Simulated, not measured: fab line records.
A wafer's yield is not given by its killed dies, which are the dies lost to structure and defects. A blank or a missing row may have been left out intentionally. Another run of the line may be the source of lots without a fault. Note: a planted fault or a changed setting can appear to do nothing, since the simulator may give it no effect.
A struck lot beside a sound one -- flow n5-finfet -- 15 steps out of a route of 1938
Sound: wafers L142.2, L142.4, L142.6. Struck: wafer L148.2 (left out: L148.1, L148.5 of the same lot, which were not struck); the cause appears at the end.
Each step with rows lists, per side, the tool, then ch with its chambers, then its first start. Under that, the readings that differ: sound wafers -- struck wafers -- difference of the means -- sigmas: that difference in standard deviations of wafers without a fault.
alike: readings whose means differ by less than 2 such deviations, and words and numbers that are the same on both sides. not compared: withheld readings, readings that some wafer has no value for, bounds like >300 that may hide the same value, and numbers for which the record gives no deviation and whose values overlap.
The two part at a step that has a row with sigmas, a row that says differs or no value, or rows on one side only. When numbers do not overlap yet have no deviation, they are printed without sigmas and do not part them. A reading that every wafer of one side lacks parts them only if that side has two wafers or more.

first, 4 steps without rows for these wafers: N5_BEOL_M10_SOFTBAKE_06 (time 60 s); N5_BEOL_M10_EXPOSE_08 (exposes mask M10); N5_BEOL_M10_PEB_09 (peb time 60 s); N5_BEOL_M10_DEVELOP_10 (develop time 30 s).
N5_BEOL_M10_CD_MEAS_11: the cd target is 64.1 nm.
  sound on cd-sem-01 ch 0, day 10 00:59; struck on cd-sem-02 ch 0, day 12 03:50
  alike: cd-nm
N5_BEOL_M10_OVL_MEAS_12:
  sound on overlay-02 ch 0, day 10 01:01; struck on overlay-01 ch 0, day 12 03:52
  alike: M10_OVL
N5_BEOL_M10_INSPECT_13: inspects for defects (brightfield).
  sound on defect-inspect-02, day 10 01:02; struck on defect-inspect-01, day 12 03:53
  alike: raw-defect-count
N5_BEOL_M10_DESCUM_16: chemistry O2, time 7.9 s.
  sound on rie-diel-02 ch 1,2,3, day 10 01:08; struck on rie-diel-05 ch 3, day 12 04:13
  alike: drypump-motor-current-A, oes-product-au, rf-vpp-V, showerhead-plenum-p-Torr, throttle-valve-pct
  not compared: rf-hours-counter-h
N5_BEOL_M10_ETCH_61: etches SiARC in CF4, target depth 39 nm, time 65 s.
  sound on rie-diel-02 ch 1,2,3, day 10 01:10; struck on rie-diel-05 ch 3, day 12 04:15
  alike: bias-w, drypump-motor-current-A, etch-rf-on-time-s, oes-product-au, rf-vpp-V, showerhead-plenum-p-Torr, throttle-valve-pct
  not compared: rf-hours-counter-h
N5_BEOL_M10_ETCH_62: etches SOC in N2/H2, target depth 110 nm, overetch 22 nm, time 165 s.
  sound on rie-diel-02 ch 1,2,3, day 10 01:13; struck on rie-diel-05 ch 3, day 12 04:18
  alike: bias-w, drypump-motor-current-A, oes-product-au, rf-vpp-V, showerhead-plenum-p-Torr, throttle-valve-pct
  not compared: rf-hours-counter-h
then, 1 step without rows for these wafers: N5_BEOL_M10_STRIP_68 (strips in N2/H2).
N5_BEOL_M10_STRIP_67: strips in CF4.
  sound on rie-diel-02 ch 1,2,3, day 10 01:22; struck on rie-diel-05 ch 3, day 12 04:26
  alike: drypump-motor-current-A, oes-product-au, rf-vpp-V, showerhead-plenum-p-Torr, throttle-valve-pct
  not compared: rf-hours-counter-h
N5_BEOL_M10_HM_OPEN_17: chemistry Cl2/BCl3, target TiN, target depth 20 nm, overetch 6 nm.
  sound on rie-metal-01 ch 0,1, day 10 01:24; struck on rie-metal-01 ch 0, day 12 04:29
reading,sound,struck,difference,sigmas
model.SOC_of_BEOL_M10_COAT_59.thk-nm (nm),91.8 92 92.2,87.8,-4.2,
  alike: bias-w, drypump-motor-current-A, oes-product-au, throttle-valve-pct
  not compared: rf-hours-counter-h
N5_BEOL_M10_STRIP_19: strips in O2.
  sound on rie-diel-04 ch 0,1,3, day 10 01:38; struck on rie-diel-05 ch 1, day 12 04:36
reading,sound,struck,difference,sigmas
rf-vpp-V (V),4.2 4.6 3.9,3.0,-1.2,-2
  alike: drypump-motor-current-A, oes-product-au, showerhead-plenum-p-Torr, throttle-valve-pct
  not compared: rf-hours-counter-h
-- the record jumps here: 3 days lie between the struck wafers' starts before and after (it left off in module BEOL_M10 and takes up again in module PASSIVATION, whose first step shown is number 1936 of the route) --
N5_PASSIVATION_PROBE_49:
  sound on prober-02, day 12 23:08; struck on prober-01, day 14 18:58
reading,sound,struck,difference,sigmas
defect-limited-yield (%),88.4 91.6 89.5,93.3,+3.5,+2
killed-at-contacts,36 23 16,8,-17,-3
killed-dies,137 99 124,79,-41,-2
killed-open,86 64 89,49,-31,-2
sort_bin_6_memory (%),3.8 2.7 4.7,1.9,-1.8,-2
sort-n-pass,1043 1081 1056,1101,+41,+2
sort-yield-pct (%),88.4 91.6 89.5,93.3,+3.5,+2
  alike: killed_at_M0_to_M3, killed_at_M4_up, killed-at-front-end, killed-at-other, killed-short, sort_bin_5_function, sort_bin_8_speed

WHERE THEY PART
At N5_BEOL_M10_STRIP_19 first; at N5_PASSIVATION_PROBE_49 last (within this record only).

WHY: what the simulator had put in
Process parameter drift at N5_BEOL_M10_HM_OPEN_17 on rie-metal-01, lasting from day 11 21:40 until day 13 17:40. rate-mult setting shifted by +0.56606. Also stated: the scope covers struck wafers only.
